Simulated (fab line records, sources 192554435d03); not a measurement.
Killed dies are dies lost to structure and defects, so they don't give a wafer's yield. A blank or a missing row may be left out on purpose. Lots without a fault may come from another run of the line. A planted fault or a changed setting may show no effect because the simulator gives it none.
Chamber matching | flow n5_finfet | N5_BEOL_M12_ETCH_38 on rie_diel-06: 4 sister chambers
The step etches SiCN in CF4/N2, target depth 68.7 nm, time 73.4 s. 27 wafers are shown with their chamber, then 12 later ones without.

WAFERS WITH THEIR CHAMBER
wafer  | chamber | drypump_motor_current_A (A) | showerhead_plenum_p_Torr (Torr) | throttle_valve_pct (%)
L074.1 | 2       | 5.9                         | 2.16                            | 15.23
L074.2 | 0       | 6.1                         | 2.32                            | 15.46
L074.3 | 1       | 6.6                         | 2.25                            | 15.12
L074.4 | 3       | 5.5                         | 2.19                            | 15.58
L074.5 | 2       | 5.9                         | 2.16                            | 15.22
L074.6 | 3       | 5.5                         | 2.19                            | 15.57
L077.1 | 0       | 6.0                         | 2.32                            | 15.47
L077.2 | 3       | 5.5                         | 2.19                            | 15.58
L077.3 | 2       | 6.0                         | 2.16                            | 15.22
L077.4 | 1       | 6.6                         | 2.25                            | 15.13
L077.5 | 1       | 6.6                         | 2.25                            | 15.14
L077.6 | 0       | 6.0                         | 2.32                            | 15.47
L080.2 | 2       | 5.9                         | 2.16                            | 15.22
L080.4 | 3       | 5.5                         | 2.19                            | 15.59
L080.5 | 0       | 6.0                         | 2.32                            | 15.48
L085.2 | 3       | 5.5                         | 2.18                            | 15.60
L085.3 | 1       | 6.6                         | 2.24                            | 15.17
L085.6 | 3       | 5.5                         | 2.18                            | 15.60
L084.1 | 1       | 6.6                         | 2.24                            | 15.16
L084.3 | 3       | 5.5                         | 2.18                            | 15.62
L084.4 | 0       | 6.0                         | 2.31                            | 15.47
L086.1 | 2       | 5.9                         | 2.16                            | 15.26
L086.2 | 3       | 5.5                         | 2.18                            | 15.62
L086.3 | 1       | 6.6                         | 2.24                            | 15.19
L086.4 | 0       | 6.0                         | 2.31                            | 15.51
L086.5 | 3       | 5.5                         | 2.18                            | 15.60
L086.6 | 2       | 6.0                         | 2.16                            | 15.26

SIGNATURES (means of the wafers above)
reading                  | chamber 0 | chamber 1 | chamber 2 | chamber 3 | scatter within a chamber
drypump_motor_current_A  | 6.017     | 6.600     | 5.933     | 5.500     | 0.0307
showerhead_plenum_p_Torr | 2.3167    | 2.2450    | 2.1600    | 2.1844    | 0.00469
throttle_valve_pct       | 15.4767   | 15.1517   | 15.2350   | 15.5956   | 0.0202
Rule: a wafer's distance from a chamber is the root of the sum, over the readings, of the square of ((its reading less the chamber's mean) divided by the reading's scatter). The wafer belongs to the nearest chamber; if the next one is less than 2 further off, it can't be placed. The scatter: the root of (the sum of the squares of (reading less its chamber's mean) over the shown wafers, divided by (wafers less chambers)).

WAFERS WITHOUT THEIR CHAMBER
wafer  | drypump_motor_current_A (A) | showerhead_plenum_p_Torr (Torr) | throttle_valve_pct (%)
L089.1 | 6.1                         | 2.31                            | 15.53
L089.4 | 5.9                         | 2.15                            | 15.27
L089.6 | 6.6                         | 2.24                            | 15.21
L093.4 | 5.5                         | 2.18                            | 15.64
L093.5 | 6.6                         | 2.23                            | 15.21
L093.6 | 5.9                         | 2.15                            | 15.28
L092.1 | 5.5                         | 2.17                            | 15.65
L092.3 | 6.6                         | 2.23                            | 15.22
L092.4 | 6.0                         | 2.15                            | 15.30
L097.2 | 6.0                         | 2.15                            | 15.30
L097.5 | 6.0                         | 2.15                            | 15.31
L097.6 | 6.0                         | 2.31                            | 15.57

WHICH CHAMBER EACH WENT THROUGH
wafer  | from the rows above | in truth
L089.1 | 0                   | 0
L089.4 | 2                   | 2
L089.6 | 1                   | 1
L093.4 | 3                   | 3
L093.5 | 1                   | 1
L093.6 | 2                   | 2
L092.1 | 3                   | 3
L092.3 | 1                   | 1
L092.4 | 2                   | 2
L097.2 | 2                   | 2
L097.5 | 2                   | 2
L097.6 | 0                   | 0
Placed correctly: 12 of 12. Can't be placed from these rows: 0. Placed wrongly: 0.
